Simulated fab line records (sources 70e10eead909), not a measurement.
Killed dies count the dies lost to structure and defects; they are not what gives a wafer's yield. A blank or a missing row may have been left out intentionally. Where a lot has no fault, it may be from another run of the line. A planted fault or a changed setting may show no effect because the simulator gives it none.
Which tool was responsible? / flow nandHarc / 36 wafers from 12 lots sampled at 5 of the route's 1302 steps

WHAT EACH GAUGE READ, for each wafer
NHARC_A_BONDPAD_THK_MEAS_20: measures by xrf.
lot=L074; measured=day 23 12:26; on=filmMetro-02; thkNm (nm)=168.5 171.6 167.7
lot=L078; measured=day 24 10:13; on=filmMetro-01; thkNm (nm)=169.5 167.9 167.3
lot=L080; measured=day 25 06:49; on=filmMetro-02; thkNm (nm)=169.0 169.6 169.4
lot=L081; measured=day 25 17:55; on=filmMetro-01; thkNm (nm)=169.0 170.8 172.3
lot=L083; measured=day 27 09:29; on=filmMetro-02; thkNm (nm)=168.9 171.0 170.7
lot=L086; measured=day 27 15:21; on=filmMetro-02; thkNm (nm)=170.1 169.1 170.6
lot=L088; measured=day 28 20:45; on=filmMetro-01; thkNm (nm)=171.2 170.2 171.5
lot=L089; measured=day 29 02:39; on=filmMetro-01; thkNm (nm)=171.1 170.1 170.0
lot=L091; measured=day 29 22:35; on=filmMetro-02; thkNm (nm)=170.4 169.3 169.9
lot=L092; measured=day 31 02:47; on=filmMetro-01; thkNm (nm)=169.4 168.3 168.3
lot=L096; measured=day 31 19:13; on=filmMetro-01; thkNm (nm)=168.4 167.7 167.4
lot=L097; measured=day 33 05:23; on=filmMetro-02; thkNm (nm)=170.3 169.7 168.8

TOOL THAT RAN EACH LOT (tool first, then ch and the chambers of the sampled wafers, then the start)
lot=L074; NHARC_A_CONTACT_ETCH_137=harCapEtch-02 ch 0,1, day 22 16:06; NHARC_A_CONTACT_ETCH_139=harCapEtch-02 ch 0,1, day 22 16:38; NHARC_A_M0_PVD_20=pvdSputter-02, day 23 06:59 or earlier; NHARC_A_M1_ANNEAL_31=rtpAnneal-01 ch 0, day 23 06:59
lot=L078; NHARC_A_CONTACT_ETCH_137=harCapEtch-03 ch 0,1, day 23 14:42; NHARC_A_CONTACT_ETCH_139=harCapEtch-03 ch 0,1, day 23 15:14; NHARC_A_M0_PVD_20=pvdSputter-01, day 24 05:10 or earlier; NHARC_A_M1_ANNEAL_31=rtpAnneal-01 ch 0, day 24 05:10
lot=L080; NHARC_A_CONTACT_ETCH_137=harCapEtch-01 ch 0,1, day 24 11:03; NHARC_A_CONTACT_ETCH_139=harCapEtch-01 ch 0,1, day 24 11:35; NHARC_A_M0_PVD_20=pvdSputter-03, day 25 01:37 or earlier; NHARC_A_M1_ANNEAL_31=rtpAnneal-01 ch 0, day 25 01:37
lot=L081; NHARC_A_CONTACT_ETCH_137=harCapEtch-01 ch 0,1, day 24 22:12; NHARC_A_CONTACT_ETCH_139=harCapEtch-01 ch 0,1, day 24 22:44; NHARC_A_M0_PVD_20=pvdSputter-03, day 25 12:36 or earlier; NHARC_A_M1_ANNEAL_31=rtpAnneal-01 ch 0, day 25 12:36
lot=L083; NHARC_A_CONTACT_ETCH_137=harCapEtch-02 ch 0,1, day 26 13:44; NHARC_A_CONTACT_ETCH_139=harCapEtch-02 ch 0,1, day 26 14:17; NHARC_A_M0_PVD_20=pvdSputter-03, day 27 04:14 or earlier; NHARC_A_M1_ANNEAL_31=rtpAnneal-02 ch 0, day 27 04:14
lot=L086; NHARC_A_CONTACT_ETCH_137=harCapEtch-03 ch 0,1, day 26 19:13; NHARC_A_CONTACT_ETCH_139=harCapEtch-03 ch 0,1, day 26 19:46; NHARC_A_M0_PVD_20=pvdSputter-02, day 27 09:52 or earlier; NHARC_A_M1_ANNEAL_31=rtpAnneal-01 ch 0, day 27 09:52
lot=L088; NHARC_A_CONTACT_ETCH_137=harCapEtch-03 ch 0,1, day 28 01:16; NHARC_A_CONTACT_ETCH_139=harCapEtch-03 ch 0,1, day 28 01:49; NHARC_A_M0_PVD_20=pvdSputter-01, day 28 15:25 or earlier; NHARC_A_M1_ANNEAL_31=rtpAnneal-01 ch 0, day 28 15:25
lot=L089; NHARC_A_CONTACT_ETCH_137=harCapEtch-02 ch 0,1, day 28 06:49; NHARC_A_CONTACT_ETCH_139=harCapEtch-02 ch 0,1, day 28 07:22; NHARC_A_M0_PVD_20=pvdSputter-03, day 28 21:23 or earlier; NHARC_A_M1_ANNEAL_31=rtpAnneal-01 ch 0, day 28 21:23
lot=L091; NHARC_A_CONTACT_ETCH_137=harCapEtch-01 ch 0,1, day 29 02:57; NHARC_A_CONTACT_ETCH_139=harCapEtch-01 ch 0,1, day 29 03:30; NHARC_A_M0_PVD_20=pvdSputter-03, day 29 17:19 or earlier; NHARC_A_M1_ANNEAL_31=rtpAnneal-01 ch 0, day 29 17:19
lot=L092; NHARC_A_CONTACT_ETCH_137=harCapEtch-02 ch 0,1, day 30 06:37; NHARC_A_CONTACT_ETCH_139=harCapEtch-02 ch 0,1, day 30 07:10; NHARC_A_M0_PVD_20=pvdSputter-01, day 30 21:05 or earlier; NHARC_A_M1_ANNEAL_31=rtpAnneal-02 ch 0, day 30 21:05
lot=L096; NHARC_A_CONTACT_ETCH_137=harCapEtch-03 ch 0,1, day 30 23:19; NHARC_A_CONTACT_ETCH_139=harCapEtch-03 ch 0,1, day 30 23:52; NHARC_A_M0_PVD_20=pvdSputter-01, day 31 13:59 or earlier; NHARC_A_M1_ANNEAL_31=rtpAnneal-02 ch 0, day 31 13:59
lot=L097; NHARC_A_CONTACT_ETCH_137=harCapEtch-03 ch 0,1, day 32 09:45; NHARC_A_CONTACT_ETCH_139=harCapEtch-03 ch 0,1, day 32 10:18; NHARC_A_M0_PVD_20=pvdSputter-03, day 33 00:14 or earlier; NHARC_A_M1_ANNEAL_31=rtpAnneal-02 ch 0, day 33 00:14
- NHARC_A_CONTACT_ETCH_137: etches the open film in C4F8/O2/Ar, time 311 s, target depth 1912 nm.
- NHARC_A_CONTACT_ETCH_139: etches the open film in C4F8/O2/Ar, time 195 s, target depth 840 nm.
- NHARC_A_M0_PVD_20: deposits TaN, target thk 5 nm, time 8.06 s.
- NHARC_A_M1_ANNEAL_31: time 90 s.

THE ANSWER, worked out from the rows above alone
Rule: the usual values come from the lots themselves. Put in order of their means at a reading, lots are off if they are a third of the lots or fewer, leave a main group of 4 or more, and stand apart from it by a gap of 3 or more times the standard deviation of the main group's means; of several such gaps the widest counts. Not used: any main group whose means are identical at the precision the tables above print for the reading. A lot without any number at a reading at which 4 lots or more have one is off too. The other lots that the step has rows for count as sound.
No lot is off on any of the readings shown, so nothing can be concluded from this.

WHAT HAD BEEN PUT IN BY THE SIMULATOR
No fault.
